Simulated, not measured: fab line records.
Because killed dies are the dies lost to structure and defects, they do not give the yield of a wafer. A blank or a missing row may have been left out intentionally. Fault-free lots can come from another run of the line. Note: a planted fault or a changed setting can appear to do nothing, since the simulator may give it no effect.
A struck lot beside a sound one | flow n5 finfet | 22 steps out of a route of 1938
Sound: these wafers, L736.1, L736.4, L736.5. Struck: wafers L734.2, L734.3, L734.6. At the end, the cause is stated.
Each step with rows lists, per side, the tool, then ch with its chambers, then its first start. Under that, the readings that differ: sound wafers | struck wafers | difference of the means | sigmas: that difference in standard deviations of wafers without a fault.
alike: a reading whose means differ by less than 2 such deviations, as well as words and numbers matching on both sides. not compared: withheld readings; readings where some wafer has no value; bounds like >300 that might hide an equal value; numbers whose values overlap and for which the record gives no deviation.
A row with sigmas, a row that says differs or no value, or rows on one side alone: a step with any of these is where the two part. Non-overlapping numbers with no deviation appear without sigmas and do not part them. A reading missing from all wafers of one side parts the sides only when that side holds two or more wafers.

first, 11 steps without rows for these wafers: N5_FIN_SAQP_STRIP_74 (strips in CHF3/O2); N5_FIN_SAQP_MANDREL_ETCH_22 (etches a-Si in HBr/Cl2, stops on SiNx, target depth 60 nm, bt time 10 s, time 30 s); N5_FIN_SAQP_STRIP_55 (strips in N2/H2); N5_FIN_SAQP_STRIP_23 (strips in SPM, time 750 s); N5_FIN_SAQP_SRD_66 (time 30 s); N5_FIN_SAQP_RECESS_75 (chemistry HF/NH3, target SiO2, target depth 14.4 nm, afs cycles 3, sublimation time 60 s); N5_FIN_SAQP_SPACER1_ALD_24 (deposits SiO2, target thk 20.3 nm, pulse time 1 s, purge time 2 s); N5_FIN_SAQP_SPACER1_ETCHBACK_25 (etches SiO2 in CHF3/O2, target depth 24.4 nm, time 12.2 s); N5_FIN_SAQP_MANDREL1_REMOVE_56 (chemistry HBr/Cl2/O2, target a-Si, stops on SiNx, bt time 10 s); N5_FIN_SAQP_ETCH_57 (etches SiNx in CH3F/O2, target depth 32.5 nm, time 46.4 s); N5_FIN_SAQP_ETCH_65 (etches SiO2 in CF4, target depth 4 nm, time 4.4 s).
N5_FIN_SAQP_MANDREL_ETCH_58: etches a-Si in HBr/Cl2, stops on SiNx, target depth 45 nm, bt time 10 s, time 27 s.
  sound on rie si-05 ch 1,3, day 6 05:36; struck on rie si-02 ch 0,2,3, day 5 19:05
  no value came back on the struck wafers for any of 5 readings (HBr_flow_sccm (sccm), bias w (W) and others); on the sound wafers HBr_flow_sccm (sccm) reads 149.9 149.7 148.7
  not compared: rf hours counter h
then, 2 steps without rows for these wafers: N5_FIN_SAQP_RECESS_63 (chemistry HF/NH3, target SiO2, target depth 18 nm, afs cycles 3, sublimation time 60 s); N5_FIN_SAQP_COAT_68 (time 60 s, resist thk 100 nm).
N5_FIN_SAQP_ETCH_69: etches SOC in N2/H2, stops on SiNx, target depth 150 nm.
  sound on rie diel-02 ch 0,1,2, day 6 06:08; struck on rie diel-05 ch 0,2, day 5 19:47
  reading               | sound          | struck         | difference | sigmas
  oes product au (a.u.) | 0.90 0.88 0.82 | 0.30 0.28 0.27 | -0.58      | -6
  alike: bias w, chamber pressure mTorr, drypump motor current A, rf vpp V, showerhead plenum p Torr, throttle valve pct
  not compared: rf hours counter h
then, 3 steps without rows for these wafers: N5_FIN_SAQP_STRIP_70 (strips in N2/H2); N5_FIN_SAQP_RECESS_71 (chemistry HF/NH3, target SiO2, target depth 3 nm, afs cycles 1, sublimation time 60 s); N5_FIN_SAQP_SPACER2_ALD_28 (deposits SiO2, target thk 8.1 nm, pulse time 1 s, purge time 2 s).
N5_FIN_SAQP_SPACER2_ETCHBACK_29: etches SiO2 in CHF3/O2, target depth 12.2 nm, time 6.1 s.
  sound on rie diel-02 ch 1,2, day 6 06:50; struck on rie diel-02 ch 1,2,3, day 5 20:32
  reading               | sound          | struck         | difference | sigmas
  oes product au (a.u.) | 0.91 0.91 0.82 | 0.27 0.30 0.34 | -0.58      | -6
  alike: drypump motor current A, rf vpp V, showerhead plenum p Torr, throttle valve pct
  not compared: rf hours counter h
then, 1 step without rows for these wafers: N5_FIN_SAQP_MANDREL2_REMOVE_60 (chemistry HBr/Cl2/O2, target a-Si, stops on SiNx, bt time 10 s).
N5_BEOL_M4_RC_MEAS_101:
  the record has rows for the sound wafers here (prober-02 ch 0, day 12 01:07) and none for the struck ones
-- a jump in the record: the struck wafers' starts before and after are 11 days apart (it breaks off in module BEOL_M4 and resumes in module PASSIVATION, where the first step shown is number 1936 of the route) --
N5_PASSIVATION_PROBE_49:
  sound on prober-02 at day 16 20:52; struck on prober-01 at day 17 01:45
  reading             | sound      | struck         | difference | sigmas
  killed at front end | 40 29 29   | 1132 1121 1119 | +1091      | +91
  killed dies         | 119 107 98 | 1180 1180 1180 | +1072      | +60
  killed on rim       | 16 9 18    | 152 152 152    | +138       | +34
  alike: killed_at_M0_to_M3, killed_at_M4_up, killed at contacts, killed at other, killed open, killed short

== WHERE THEY PART ==
Last at N5_PASSIVATION_PROBE_49 as far as this record goes, first at N5_FIN_SAQP_MANDREL_ETCH_58.

WHY: whatever the simulator had introduced
Step skipped in full: rie si-02, at N5_FIN_SAQP_MANDREL_ETCH_58, from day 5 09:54 onward. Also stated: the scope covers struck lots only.
